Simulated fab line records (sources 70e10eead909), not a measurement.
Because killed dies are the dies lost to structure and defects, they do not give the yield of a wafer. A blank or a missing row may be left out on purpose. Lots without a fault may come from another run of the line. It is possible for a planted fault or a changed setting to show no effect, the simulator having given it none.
fab line records	flow nand-harc
record lots=24	wafers=72	last-day=33
route steps=1302 shown A_STAIRCASE@671
lots untouched by any fault: they come from a run of this same line in which no faults occurred
start-h: start of the lot's first displayed wafer, in hours after the record's first day	wait-h: hours elapsed since this lot's preceding step	" unchanged from the row above	L1.1+2: a row that stands for several wafers	- no value, or no start given	* or withheld: withheld	< > ~ a bound
route shown NAME@n: NAME is a module with steps in the file, n the number in the route of the first one	usual: the fault-free wafers' mean and standard deviation	same: alike in all rows	chamber/n: place in a boat	sites: per-site readings	_std_site: standard deviation of those values	_edge_site: mean of outer sites minus mean of inner sites	radius-mm: for every site, how far away it sits from the centre of the wafer	mask NAME#n: copy n	behind: the tool/chamber that last shaped the wafer	hold: why the lot was held/for how many hours/how that ended	device: which transistor (n, p or np) failed to switch	end of line: tests run on the same wafers once the route is complete	a step without rows: its recipe alone	killed: dies lost to structure and defects at the first sort, not the wafer's yield	map: shows each die of a wafer: x if killed, . if not, _ if none is there
set.NAME: setting as actually run; set.NAME@STEP: the setting as run at that earlier step	model.NAME: the simulator's own value behind a step, which no gauge read
one table for each step of the route and one row for each wafer, over a sample of lots
services: the hour from which a tool's chamber was out of use, counted from the record's first day as start-h (under 0 if before that day), plus the number of hours and why
## steps
# step NHARC_A_STAIRCASE_ETCH_15
# recipe target-depth-a=1000	time-s=40.5	ion-energy-ev=400	c4f8-flow-sccm=20	o2-flow-sccm=10	ar-flow-sccm=withheld	rf-w=600	bias-w=1000	chemistry=C4F8/O2
# usual oes-product-au=0.943/0.018	rf-vpp-V=895/4.5
lot.wafer	tool	chamber	start-h	wait-h	oes-product-au	rf-hours-counter-h	rf-vpp-V
L075.1	rie-diel-02	1	-	-	0.947	48	900
L075.2	"	2	"	"	0.955	50	905
L075.6	"	0	"	"	0.947	-	906
L074.1	rie-diel-10	3	-	-	0.936	31	895
L074.2	"	2	"	"	0.938	18	893
L074.5	"	0	"	"	0.923	-	895
L076.1	rie-diel-09	2	-	-	0.936	12	887
L076.2	"	3	"	"	0.937	13	895
L076.3	"	1	"	"	0.963	10	893
L077.2	rie-diel-09	1	-	-	0.940	10	894
L077.1	"	3	"	"	0.945	13	894
L077.6	"	0	"	"	0.930	-	895
L078.2	rie-diel-09	1	-	-	0.972	14	894
L078.3	"	0	"	"	0.942	20	895
L078.6	"	2	"	"	0.961	-	890
L080.2	rie-diel-09	2	-	-	0.954	21	890
L080.1	"	3	"	"	0.943	21	897
L080.3	"	1	"	"	0.963	19	892
L081.4	rie-diel-02	1	-	-	0.958	2	900
L081.3	"	2	"	"	0.952	2	904
L081.2	"	0	"	"	0.940	1	904
L079.2	rie-diel-09	3	-	-	0.947	25	897
L079.4	"	1	"	"	0.948	21	892
L079.5	"	3	"	"	0.942	-	895
L083.4	rie-diel-10	2	-	-	0.933	2	895
L083.3	"	1	"	"	0.961	2	897
L083.6	"	3	"	"	0.936	-	893
L082.1	rie-diel-02	0	-	-	0.977	10	907
L082.2	"	1	"	"	0.956	14	898
L082.5	"	1	"	"	0.950	-	899
L084.4	rie-diel-02	3	-	-	0.938	14	894
L084.6	"	2	"	"	0.945	-	905
L084.5	"	3	"	"	0.943	-	891
L085.2	rie-diel-09	2	-	-	0.942	44	889
L085.6	"	3	"	"	0.938	-	895
L085.5	"	0	"	"	0.937	-	896
L087.1	rie-diel-09	0	-	-	0.931	47	895
L087.4	"	1	"	"	0.941	42	893
L087.6	"	2	"	"	0.932	-	887
L086.4	rie-diel-02	2	-	-	0.926	25	904
L086.3	"	3	"	"	0.925	21	891
L086.5	"	1	"	"	1.000	-	898
L088.3	rie-diel-10	3	-	-	0.918	22	894
L088.6	"	3	"	"	0.917	-	893
L088.5	"	0	"	"	0.917	-	893
L089.2	rie-diel-10	0	-	-	0.944	22	893
L089.6	"	3	"	"	0.927	-	892
L089.5	"	0	"	"	0.930	-	892
L090.4	rie-diel-10	2	-	-	0.939	23	893
L090.2	"	3	"	"	0.926	29	892
L090.1	"	0	"	"	0.914	28	894
L091.3	rie-diel-10	2	-	-	0.938	23	892
L091.4	"	3	"	"	0.928	29	891
L091.1	"	1	"	"	0.937	30	897
L093.1	rie-diel-09	2	-	-	0.943	10	889
L093.4	"	3	"	"	0.907	9	895
L093.2	"	0	"	"	0.955	9	895
L092.1	rie-diel-02	3	-	-	0.923	42	891
L092.4	"	0	"	"	0.936	43	903
L092.5	"	3	"	"	0.921	-	891
L094.3	rie-diel-10	1	-	-	0.940	42	897
L094.4	"	2	"	"	0.941	36	893
L094.6	"	3	"	"	0.932	-	893
L095.2	rie-diel-09	2	-	-	0.956	19	888
L095.4	"	3	"	"	0.919	18	896
L095.1	"	0	"	"	0.965	21	893
L097.3	rie-diel-09	0	-	-	0.969	24	893
L097.2	"	1	"	"	0.937	18	892
L097.4	"	2	"	"	0.958	22	887
L096.2	rie-diel-10	3	571.92	0.3	0.993	44	893
L096.3	"	1	"	"	1.001	45	898
L096.6	"	3	"	"	0.997	-	892
# step NHARC_A_STAIRCASE_TRIM_18
# recipe time-s=211.2	o2-flow-sccm=500	ar-flow-sccm=0	bias-w=0	chemistry=O2
# usual drypump-motor-current-A=5.9/0.37	oes-product-au=0.999/0.01	rf-vpp-V=57.8/0.9	showerhead-plenum-p-Torr=3.51/0.12	throttle-valve-pct=17.036/0.0092
lot.wafer	tool	chamber	start-h	wait-h	drypump-motor-current-A	oes-product-au	rf-hours-counter-h	rf-vpp-V	showerhead-plenum-p-Torr	throttle-valve-pct
L075.1	rie-diel-02	1	-	-	5.8	1.013	49	57.4	3.63	17.039
L075.2	"	0	"	"	6.1	0.999	39	59.2	3.79	17.042
L075.6	"	2	"	"	6.5	0.996	-	58.7	3.78	17.033
L074.1	rie-diel-10	3	-	-	6.2	0.998	31	58.1	3.48	17.040
L074.2	"	0	"	"	5.7	1.009	39	57.8	3.46	17.036
L074.5	"	3	"	"	6.2	1.001	-	58.3	3.48	17.040
L076.2	rie-diel-09	2	-	-	6.2	1.006	13	57.0	3.34	17.044
L076.1	"	0	"	"	6.1	0.999	16	57.1	3.50	17.041
L076.3	"	1	"	"	6.2	1.004	10	57.9	3.46	17.027
L077.2	rie-diel-09	0	-	-	6.1	0.995	16	57.2	3.50	17.026
L077.1	"	1	"	"	6.2	1.010	10	57.6	3.46	17.041
L077.6	"	0	"	"	6.1	0.986	-	58.3	3.50	17.048
L078.3	rie-diel-09	0	-	-	6.1	0.987	21	57.8	3.49	17.030
L078.2	"	3	"	"	5.9	0.993	18	57.5	3.53	17.028
L078.6	"	1	"	"	6.2	1.015	-	56.4	3.46	17.029
L080.1	rie-diel-09	3	-	-	5.9	0.997	22	58.3	3.53	17.041
L080.3	"	1	"	"	6.2	1.018	19	58.3	3.45	17.046
L080.2	"	2	"	"	6.2	1.009	22	55.5	3.33	17.034
L081.3	rie-diel-02	1	-	-	5.8	1.008	2	57.5	3.62	17.038
L081.2	"	2	"	"	6.5	1.003	2	58.4	3.77	17.037
L081.4	"	3	"	"	5.5	1.015	2	56.5	3.41	17.047
L079.4	rie-diel-09	0	-	-	6.0	0.998	27	58.1	3.49	17.038
L079.2	"	1	"	"	6.2	1.001	21	58.1	3.45	17.036
L079.5	"	0	"	"	6.0	1.001	-	56.8	3.49	17.034
L083.3	rie-diel-10	2	-	-	5.7	0.987	2	56.7	3.47	17.027
L083.4	"	1	"	"	5.0	1.011	2	59.0	3.57	17.049
L083.6	"	3	"	"	6.3	0.990	-	57.1	3.46	17.044
L082.2	rie-diel-02	3	-	-	5.5	1.004	10	55.8	3.41	17.038
L082.1	"	2	"	"	6.5	1.006	15	57.8	3.76	17.030
L082.5	"	0	"	"	6.2	1.003	-	56.9	3.77	17.033
L084.4	rie-diel-02	1	-	-	5.8	1.010	21	58.1	3.61	17.037
L084.5	"	0	"	"	6.1	1.002	-	58.1	3.77	17.029
L084.6	"	1	"	"	5.9	0.993	-	56.0	3.61	17.020
L085.2	rie-diel-09	1	-	-	6.2	0.994	42	57.7	3.44	17.029
L085.6	"	1	"	"	6.2	0.998	-	57.6	3.44	17.024
L085.5	"	2	"	"	6.2	0.994	-	56.9	3.32	17.023
L087.4	rie-diel-09	2	-	-	6.2	1.011	45	57.1	3.32	17.023
L087.1	"	3	"	"	5.8	1.004	43	55.7	3.52	17.025
L087.6	"	0	"	"	6.0	1.004	-	57.1	3.48	17.031
L086.3	rie-diel-02	2	-	-	6.4	0.989	25	58.9	3.75	17.039
L086.4	"	3	"	"	5.5	0.994	21	56.7	3.40	17.059
L086.5	"	3	"	"	5.5	0.987	-	58.0	3.40	17.035
L088.3	rie-diel-10	1	-	-	5.0	1.000	24	57.9	3.56	17.032
L088.5	"	3	"	"	6.2	0.992	-	58.3	3.45	17.042
L088.6	"	0	"	"	5.7	0.982	-	57.7	3.43	17.050
L089.2	rie-diel-10	0	-	-	5.7	1.000	23	57.7	3.43	17.035
L089.6	"	3	"	"	6.3	0.991	-	55.9	3.45	17.041
L089.5	"	0	"	"	5.7	0.998	-	57.2	3.43	17.040
L090.4	rie-diel-10	1	-	-	5.0	0.999	30	58.2	3.56	17.037
L090.2	"	2	"	"	5.8	1.004	23	58.7	3.46	17.030
L090.1	"	0	"	"	5.8	0.980	29	58.1	3.43	17.041
L091.4	rie-diel-10	2	-	-	5.8	1.002	25	56.9	3.46	17.031
L091.1	"	3	"	"	6.3	0.981	31	57.1	3.45	17.024
L091.3	"	1	"	"	5.0	0.998	31	57.9	3.56	17.050
L093.2	rie-diel-09	3	-	-	5.9	0.989	10	58.5	3.51	17.039
L093.4	"	0	"	"	6.0	1.025	10	58.7	3.47	17.040
L093.1	"	2	"	"	6.2	1.008	10	58.5	3.31	17.018
L092.1	rie-diel-02	2	-	-	6.5	0.982	43	58.5	3.75	17.023
L092.4	"	3	"	"	5.5	0.988	42	57.8	3.39	17.056
L092.5	"	1	"	"	5.8	0.996	-	57.5	3.59	17.036
L094.4	rie-diel-10	0	-	-	5.7	0.988	38	57.2	3.42	17.035
L094.3	"	3	"	"	6.3	0.991	40	58.0	3.44	17.030
L094.6	"	0	"	"	5.7	0.984	-	57.9	3.42	17.036
L095.2	rie-diel-10	0	-	-	5.7	0.975	39	55.3	3.42	17.036
L095.4	"	2	"	"	5.8	1.008	36	58.2	3.45	17.036
L095.1	"	3	"	"	6.2	0.997	41	57.5	3.44	17.027
L097.3	rie-diel-09	0	-	-	6.0	1.020	25	56.9	3.46	17.038
L097.4	"	1	"	"	6.2	1.004	18	58.3	3.43	17.040
L097.2	"	3	"	"	5.9	0.984	22	58.2	3.50	17.012
L096.3	rie-diel-10	1	572.24	-	5.0	0.983	45	57.6	3.55	17.052
L096.2	"	3	"	"	6.3	0.987	44	57.7	3.44	17.039
L096.6	"	1	"	"	5.0	0.994	-	59.1	3.55	17.040
# step NHARC_A_STAIRCASE_TRIM_22
# recipe time-s=211.2	o2-flow-sccm=500	ar-flow-sccm=0	bias-w=0	chemistry=O2
# usual drypump-motor-current-A=5.9/0.36	oes-product-au=0.998/0.0099	rf-vpp-V=57.8/0.87	showerhead-plenum-p-Torr=3.52/0.14	throttle-valve-pct=17.036/0.0086
lot.wafer	tool	chamber	start-h	wait-h	drypump-motor-current-A	oes-product-au	rf-hours-counter-h	rf-vpp-V	showerhead-plenum-p-Torr	throttle-valve-pct
L075.1	rie-diel-02	1	-	-	5.8	0.996	49	58.1	3.63	17.038
L075.2	"	2	"	"	6.5	1.011	51	58.9	3.78	17.032
L075.6	"	1	"	"	5.9	1.014	-	58.3	3.63	17.043
L074.2	rie-diel-10	3	-	-	6.3	0.998	32	57.7	3.48	17.033
L074.1	"	2	"	"	5.7	0.994	19	57.9	3.48	17.032
L074.5	"	3	"	"	6.3	1.001	-	57.6	3.48	17.023
L076.2	rie-diel-09	3	-	-	5.9	0.987	14	58.8	3.53	17.024
L076.1	"	0	"	"	6.1	0.980	16	58.0	3.50	17.036
L076.3	"	1	"	"	6.2	1.007	10	56.7	3.46	17.031
L077.2	rie-diel-02	2	-	-	6.5	0.982	58	58.2	3.77	17.043
L077.1	"	0	"	"	6.1	0.991	46	57.5	3.78	17.035
L077.6	"	2	"	"	6.5	0.993	-	58.8	3.77	17.041
L078.2	rie-diel-09	2	-	-	6.1	1.007	17	55.9	3.34	17.029
L078.3	"	3	"	"	5.8	0.992	18	59.2	3.53	17.050
L078.6	"	3	"	"	5.9	0.997	-	57.9	3.53	17.047
L080.3	rie-diel-10	0	-	-	5.8	0.997	57	59.6	3.45	17.025
L080.2	"	1	"	"	5.1	0.984	59	56.8	3.58	17.037
L080.1	"	2	"	"	5.8	0.986	34	59.4	3.48	17.033
L081.3	rie-diel-10	2	-	-	5.7	0.988	36	58.5	3.47	17.045
L081.4	"	3	"	"	6.2	1.005	51	57.2	3.47	17.047
L081.2	"	0	"	"	5.7	0.977	59	57.5	3.45	17.023
L079.4	rie-diel-02	2	-	-	6.5	1.002	2	58.5	3.77	17.016
L079.2	"	1	"	"	5.8	1.007	2	59.2	3.62	17.041
L079.5	"	2	"	"	6.5	1.002	-	58.6	3.77	17.036
L083.3	rie-diel-09	2	-	-	6.1	1.005	37	57.9	3.33	17.038
L083.6	"	2	"	"	6.2	1.012	-	57.8	3.33	17.037
L083.4	"	0	"	"	6.1	0.990	-	57.4	3.48	17.038
L082.2	rie-diel-02	3	-	-	5.5	0.999	10	57.5	3.41	17.036
L082.1	"	0	"	"	6.1	1.003	10	58.5	3.77	17.050
L082.5	"	3	"	"	5.5	0.992	-	58.2	3.41	17.037
L084.4	rie-diel-02	3	-	-	5.5	1.000	14	58.0	3.40	17.034
L084.6	"	2	"	"	6.5	0.997	-	58.8	3.76	17.046
L084.5	"	3	"	"	5.5	0.996	-	56.2	3.40	17.028
L085.2	rie-diel-09	1	-	-	6.3	0.991	42	58.1	3.44	17.039
L085.6	"	2	"	"	6.1	0.995	-	56.0	3.32	17.047
L085.5	"	3	"	"	5.8	0.992	-	56.6	3.52	17.044
L087.1	rie-diel-02	0	-	-	6.1	1.016	20	59.1	3.77	17.029
L087.4	"	0	"	"	6.1	1.008	-	57.7	3.77	17.039
L087.6	"	3	"	"	5.5	0.988	-	57.0	3.40	17.050
L086.4	rie-diel-09	3	-	-	5.9	0.999	45	58.5	3.52	17.020
L086.3	"	0	"	"	6.0	0.994	49	58.2	3.48	17.027
L086.5	"	3	"	"	5.9	0.996	-	57.3	3.52	17.040
L088.3	rie-diel-10	1	-	-	5.0	1.000	24	59.4	3.56	17.050
L088.6	"	2	"	"	5.8	0.996	-	57.7	3.46	17.026
L088.5	"	3	"	"	6.2	1.000	-	57.3	3.45	17.046
L089.2	rie-diel-02	1	-	-	5.8	1.000	30	57.0	3.60	17.044
L089.6	"	1	"	"	5.8	0.990	-	57.7	3.60	17.036
L089.5	"	2	"	"	6.5	1.002	-	60.0	3.75	17.022
L090.1	rie-diel-02	3	-	-	5.5	0.979	39	58.2	3.39	17.040
L090.4	"	0	"	"	6.1	0.990	40	59.4	3.76	17.028
L090.2	"	2	"	"	6.5	0.992	40	58.1	3.75	17.050
L091.4	rie-diel-10	3	-	-	6.3	0.997	31	57.9	3.45	17.043
L091.1	"	0	"	"	5.8	0.987	30	57.9	3.43	17.043
L091.3	"	1	"	"	5.0	1.001	32	58.1	3.56	17.036
L093.1	rie-diel-09	2	-	-	6.1	1.007	10	57.5	3.31	17.030
L093.2	"	0	"	"	6.0	1.026	10	57.7	3.47	17.041
L093.4	"	1	"	"	6.2	0.987	3	58.3	3.43	17.037
L092.1	rie-diel-02	3	-	-	5.5	0.999	42	57.3	3.39	17.028
L092.4	"	1	"	"	5.8	1.004	42	57.3	3.59	17.036
L092.5	"	2	"	"	6.5	0.998	-	58.6	3.74	17.028
L094.3	rie-diel-09	3	-	-	5.8	0.989	18	57.8	3.50	17.034
L094.4	"	0	"	"	6.0	1.026	21	59.0	3.46	17.034
L094.6	"	0	"	"	6.1	1.017	-	57.3	3.46	17.033
L095.2	rie-diel-10	2	-	-	5.7	1.008	37	57.6	3.45	17.035
L095.4	"	3	"	"	6.3	0.995	41	57.8	3.44	17.053
L095.1	"	0	"	"	5.7	0.981	39	58.7	3.42	17.044
L097.3	rie-diel-10	3	-	-	6.2	0.999	44	57.5	3.44	17.025
L097.2	"	0	"	"	5.7	0.997	42	57.2	3.42	17.034
L097.4	"	1	"	"	5.0	1.000	46	57.6	3.55	17.030
L096.2	rie-diel-09	1	-	-	6.2	0.992	20	57.9	3.43	17.047
L096.3	"	2	"	"	6.1	1.013	24	57.1	3.30	17.025
L096.6	"	1	"	"	6.2	1.007	-	57.9	3.43	17.030
# step NHARC_A_STAIRCASE_ETCH_23
# recipe target-depth-a=1000	time-s=40.5	ion-energy-ev=400	c4f8-flow-sccm=20	o2-flow-sccm=10	ar-flow-sccm=withheld	rf-w=600	bias-w=1000	chemistry=C4F8/O2
# usual oes-product-au=0.945/0.011	rf-vpp-V=896/5.1
lot.wafer	tool	chamber	start-h	wait-h	oes-product-au	rf-hours-counter-h	rf-vpp-V
L075.2	rie-diel-02	3	-	-	0.941	48	892
L075.1	"	2	"	"	0.931	51	905
L075.6	"	0	"	"	0.955	-	904
L074.1	rie-diel-10	3	-	-	0.946	32	895
L074.2	"	0	"	"	0.930	40	895
L074.5	"	1	"	"	0.931	-	897
L076.2	rie-diel-09	1	-	-	0.955	11	893
L076.3	"	2	"	"	0.947	13	888
L076.1	"	0	"	"	0.939	16	895
L077.1	rie-diel-02	2	-	-	0.931	58	906
L077.2	"	0	"	"	0.946	46	905
L077.6	"	2	"	"	0.940	-	905
L078.3	rie-diel-09	1	-	-	0.960	15	893
L078.2	"	2	"	"	0.958	17	890
L078.6	"	1	"	"	0.969	-	895
L080.3	rie-diel-10	2	-	-	0.960	35	895
L080.2	"	0	"	"	0.953	57	893
L080.1	"	1	"	"	0.952	59	897
L081.4	rie-diel-10	1	-	-	0.967	61	897
L081.2	"	2	"	"	0.939	36	895
L081.3	"	3	"	"	0.954	51	895
L079.4	rie-diel-02	3	-	-	0.951	2	891
L079.2	"	2	"	"	0.956	2	904
L079.5	"	3	"	"	0.953	-	892
L083.3	rie-diel-09	1	-	-	0.951	34	893
L083.6	"	2	"	"	0.943	-	890
L083.4	"	0	"	"	0.949	-	894
L082.1	rie-diel-02	3	-	-	0.936	10	892
L082.2	"	2	"	"	0.929	15	905
L082.5	"	0	"	"	0.933	-	905
L084.4	rie-diel-02	1	-	-	0.951	21	897
L084.6	"	2	"	"	0.945	-	903
L084.5	"	3	"	"	0.940	-	891
L085.2	rie-diel-09	0	-	-	0.933	48	895
L085.5	"	3	"	"	0.933	-	895
L085.6	"	0	"	"	0.941	-	894
L087.1	rie-diel-02	3	-	-	0.936	20	890
L087.4	"	3	"	"	0.934	-	890
L087.6	"	2	"	"	0.935	-	903
L086.4	rie-diel-09	0	-	-	0.938	50	896
L086.3	"	1	"	"	0.936	44	893
L086.5	"	0	"	"	0.951	-	895
L088.3	rie-diel-10	2	-	-	0.945	17	892
L088.5	"	3	"	"	0.925	-	893
L088.6	"	0	"	"	0.941	-	893
L089.2	rie-diel-02	3	-	-	0.944	31	891
L089.5	"	0	"	"	0.940	-	904
L089.6	"	1	"	"	0.948	-	900
L090.4	rie-diel-02	2	-	-	0.952	40	903
L090.2	"	3	"	"	0.938	39	891
L090.1	"	1	"	"	0.962	39	898
L091.1	rie-diel-10	0	-	-	0.941	30	892
L091.3	"	2	"	"	0.955	25	895
L091.4	"	3	"	"	0.948	31	892
L093.4	rie-diel-09	1	-	-	0.927	3	893
L093.2	"	3	"	"	0.931	10	894
L093.1	"	0	"	"	0.967	10	895
L092.1	rie-diel-02	2	-	-	0.938	43	903
L092.4	"	0	"	"	0.952	43	904
L092.5	"	2	"	"	0.930	-	903
L094.4	rie-diel-09	2	-	-	0.967	18	888
L094.3	"	3	"	"	0.922	18	894
L094.6	"	3	"	"	0.923	-	896
L095.4	rie-diel-10	0	-	-	0.937	39	891
L095.1	"	1	"	"	0.942	42	896
L095.2	"	2	"	"	0.945	37	895
L097.2	rie-diel-10	1	-	-	0.935	49	897
L097.3	"	2	"	"	0.929	44	894
L097.4	"	3	"	"	0.935	46	893
L096.2	rie-diel-09	3	-	-	0.939	26	896
L096.3	"	0	"	"	0.973	29	895
L096.6	"	1	"	"	0.942	-	893
# step NHARC_A_STAIRCASE_ETCH_25
# recipe target-depth-a=1000	time-s=40.5	ion-energy-ev=400	c4f8-flow-sccm=20	o2-flow-sccm=10	ar-flow-sccm=withheld	rf-w=600	bias-w=1000	chemistry=C4F8/O2
# usual oes-product-au=0.943/0.011	rf-vpp-V=896/5.2
lot.wafer	tool	chamber	start-h	wait-h	oes-product-au	rf-hours-counter-h	rf-vpp-V
L075.1	rie-diel-02	0	-	-	0.943	39	905
L075.2	"	2	"	"	0.951	51	905
L075.6	"	3	"	"	0.939	-	892
L074.1	rie-diel-10	0	-	-	0.930	40	893
L074.2	"	1	"	"	0.933	42	899
L074.5	"	0	"	"	0.926	-	893
L076.3	rie-diel-09	1	-	-	0.952	11	894
L076.1	"	2	"	"	0.954	13	890
L076.2	"	3	"	"	0.934	14	897
L077.2	rie-diel-02	1	-	-	0.935	56	899
L077.1	"	2	"	"	0.940	58	905
L077.6	"	0	"	"	0.933	-	905
L078.2	rie-diel-09	1	-	-	0.967	15	895
L078.3	"	2	"	"	0.960	17	889
L078.6	"	0	"	"	0.937	-	894
L080.3	rie-diel-10	3	-	-	0.967	49	893
L080.1	"	0	"	"	0.944	57	894
L080.2	"	1	"	"	0.927	59	898
L081.2	rie-diel-10	0	-	-	0.951	59	891
L081.3	"	1	"	"	0.938	61	897
L081.4	"	3	"	"	0.948	51	893
L079.2	rie-diel-02	3	-	-	0.955	2	893
L079.4	"	2	"	"	0.958	2	905
L079.5	"	0	"	"	0.949	-	905
L083.3	rie-diel-09	0	-	-	0.937	40	893
L083.6	"	1	"	"	0.950	-	894
L083.4	"	2	"	"	0.962	-	888
L082.1	rie-diel-02	0	-	-	0.946	10	905
L082.2	"	2	"	"	0.955	15	905
L082.5	"	1	"	"	0.936	-	898
L084.4	rie-diel-02	2	-	-	0.926	21	905
L084.5	"	2	"	"	0.926	-	904
L084.6	"	3	"	"	0.933	-	892
L085.2	rie-diel-09	1	-	-	0.934	42	893
L085.5	"	1	"	"	0.934	-	893
L085.6	"	2	"	"	0.937	-	890
L087.1	rie-diel-02	2	-	-	0.948	24	904
L087.6	"	3	"	"	0.939	-	890
L087.4	"	2	"	"	0.939	-	905
L086.4	rie-diel-09	3	-	-	0.935	46	896
L086.3	"	1	"	"	0.941	44	892
L086.5	"	2	"	"	0.933	-	888
L088.3	rie-diel-10	2	-	-	0.940	17	895
L088.5	"	1	"	"	0.948	-	898
L088.6	"	2	"	"	0.948	-	893
L089.2	rie-diel-02	3	-	-	0.935	31	892
L089.5	"	2	"	"	0.940	-	904
L089.6	"	3	"	"	0.938	-	891
L090.1	rie-diel-02	0	-	-	0.944	40	904
L090.2	"	2	"	"	0.943	40	903
L090.4	"	3	"	"	0.942	39	892
L091.1	rie-diel-10	2	-	-	0.951	25	893
L091.3	"	3	"	"	0.936	31	893
L091.4	"	1	"	"	0.942	32	898
L093.4	rie-diel-09	2	-	-	0.959	10	890
L093.2	"	0	"	"	0.955	10	893
L093.1	"	1	"	"	0.935	3	892
L092.4	rie-diel-02	1	-	-	0.950	42	900
L092.1	"	2	"	"	0.926	43	903
L092.5	"	0	"	"	0.964	-	903
L094.4	rie-diel-09	2	-	-	0.946	19	887
L094.3	"	0	"	"	0.948	21	893
L094.6	"	3	"	"	0.922	-	894
L095.1	rie-diel-10	3	-	-	0.939	41	893
L095.4	"	0	"	"	0.931	39	892
L095.2	"	1	"	"	0.940	43	897
L097.2	rie-diel-10	2	-	-	0.936	44	892
L097.3	"	3	"	"	0.947	46	893
L097.4	"	0	"	"	0.943	44	893
L096.3	rie-diel-09	0	-	-	0.974	29	893
L096.2	"	1	"	"	0.942	20	893
L096.6	"	1	"	"	0.943	-	893
# step NHARC_A_STAIRCASE_ETCH_203
# recipe target-depth-a=1000	time-s=40.5	ion-energy-ev=400	c4f8-flow-sccm=20	o2-flow-sccm=10	ar-flow-sccm=withheld	rf-w=600	bias-w=1000	chemistry=C4F8/O2
# usual oes-product-au=0.943/0.01	rf-vpp-V=896/4.8
lot.wafer	tool	chamber	start-h	wait-h	oes-product-au	rf-hours-counter-h	rf-vpp-V
L075.1	rie-diel-02	2	-	-	0.934	52	904
L075.2	"	1	"	"	0.939	50	899
L075.6	"	2	"	"	0.928	-	905
L074.1	rie-diel-09	2	-	-	0.955	9	889
L074.2	"	0	"	"	0.955	9	895
L074.5	"	3	"	"	0.949	-	896
L077.1	rie-diel-09	1	-	-	0.939	12	893
L077.2	"	0	"	"	0.939	18	894
L077.6	"	2	"	"	0.951	-	891
L076.3	rie-diel-10	1	-	-	0.928	55	898
L076.2	"	2	"	"	0.939	30	894
L076.1	"	3	"	"	0.949	44	895
L078.3	rie-diel-10	0	-	-	0.956	55	893
L078.2	"	2	"	"	0.934	33	894
L078.6	"	3	"	"	0.951	-	894
L080.2	rie-diel-02	0	-	-	0.940	1	906
L080.3	"	1	"	"	0.940	1	900
L080.1	"	3	"	"	0.942	1	891
L081.2	rie-diel-09	0	-	-	0.949	29	895
L081.3	"	1	"	"	0.950	23	894
L081.4	"	3	"	"	0.949	27	895
L079.2	rie-diel-10	0	-	-	0.930	61	893
L079.4	"	3	"	"	0.942	53	893
L079.5	"	1	"	"	0.935	-	898
L083.3	rie-diel-02	1	-	-	0.964	16	899
L083.4	"	3	"	"	0.947	11	891
L083.6	"	2	"	"	0.941	-	905
L082.2	rie-diel-10	3	-	-	0.954	4	893
L082.1	"	0	"	"	0.940	3	894
L082.5	"	3	"	"	0.943	-	893
L084.4	rie-diel-09	2	-	-	0.942	43	889
L084.5	"	2	"	"	0.956	-	890
L084.6	"	3	"	"	0.952	-	895
L085.2	rie-diel-02	2	-	-	0.941	26	902
L085.6	"	2	"	"	0.949	-	903
L085.5	"	3	"	"	0.937	-	892
L087.1	rie-diel-09	3	-	-	0.936	46	896
L087.4	"	1	"	"	0.936	44	892
L087.6	"	2	"	"	0.944	-	887
L086.4	rie-diel-09	0	-	-	0.934	52	894
L086.3	"	1	"	"	0.936	46	893
L086.5	"	3	"	"	0.944	-	898
L088.3	rie-diel-10	2	-	-	0.943	20	892
L088.6	"	1	"	"	0.945	-	896
L088.5	"	2	"	"	0.950	-	893
L089.2	rie-diel-02	0	-	-	0.946	33	904
L089.6	"	2	"	"	0.956	-	904
L089.5	"	3	"	"	0.936	-	893
L090.2	rie-diel-02	3	-	-	0.941	40	892
L090.1	"	0	"	"	0.946	41	905
L090.4	"	1	"	"	0.942	40	899
L091.4	rie-diel-09	0	-	-	0.970	8	896
L091.1	"	2	"	"	0.945	8	888
L091.3	"	3	"	"	0.923	8	896
L093.2	rie-diel-02	1	-	-	0.941	44	898
L093.4	"	2	"	"	0.919	46	904
L093.1	"	3	"	"	0.939	44	891
L092.4	rie-diel-10	3	-	-	0.949	36	894
L092.1	"	0	"	"	0.928	35	891
L092.5	"	0	"	"	0.933	-	891
L094.3	rie-diel-02	2	-	-	0.929	-	903
L094.4	"	0	"	"	0.937	-	905
L094.6	"	2	"	"	0.926	-	904
L095.4	rie-diel-10	3	-	-	0.929	43	892
L095.2	"	1	"	"	0.947	44	897
L095.1	"	2	"	"	0.940	38	893
L097.3	rie-diel-10	0	-	-	0.938	45	892
L097.4	"	1	"	"	0.947	51	897
L097.2	"	2	"	"	0.943	46	893
L096.2	rie-diel-09	1	-	-	0.936	23	890
L096.3	"	2	"	"	0.953	27	888
L096.6	"	0	"	"	0.968	-	893
## services
tool	chamber	start-h	hours	kind
rie-diel-09	1	330.97	22.5	repair
rie-diel-09	2	336.18	2.1	repair
rie-diel-09	0	353.68	-	clean
rie-diel-09	1	353.68	-	clean
rie-diel-09	2	353.68	-	clean
rie-diel-09	3	353.68	-	clean
rie-diel-09	0	378.18	-	clean
rie-diel-09	1	378.18	-	clean
rie-diel-09	2	378.18	-	clean
rie-diel-09	3	378.18	-	clean
rie-diel-02	-	394.58	9.0	pm
rie-diel-09	0	402.68	-	clean
rie-diel-09	1	402.68	-	clean
rie-diel-10	-	420.48	9.0	pm
rie-diel-09	3	434.06	7.0	repair
rie-diel-02	3	456.44	2.4	repair
rie-diel-10	2	461.74	16.5	repair
rie-diel-02	1	463.66	7.7	repair
rie-diel-09	-	498.74	9.0	pm
rie-diel-10	0	550.22	6.0	repair
rie-diel-10	-	557.67	0.4	repair
rie-diel-09	0	562.55	2.1	repair
rie-diel-02	2	569.59	4.6	repair
rie-diel-02	-	571.81	9.0	pm
## key
fault none
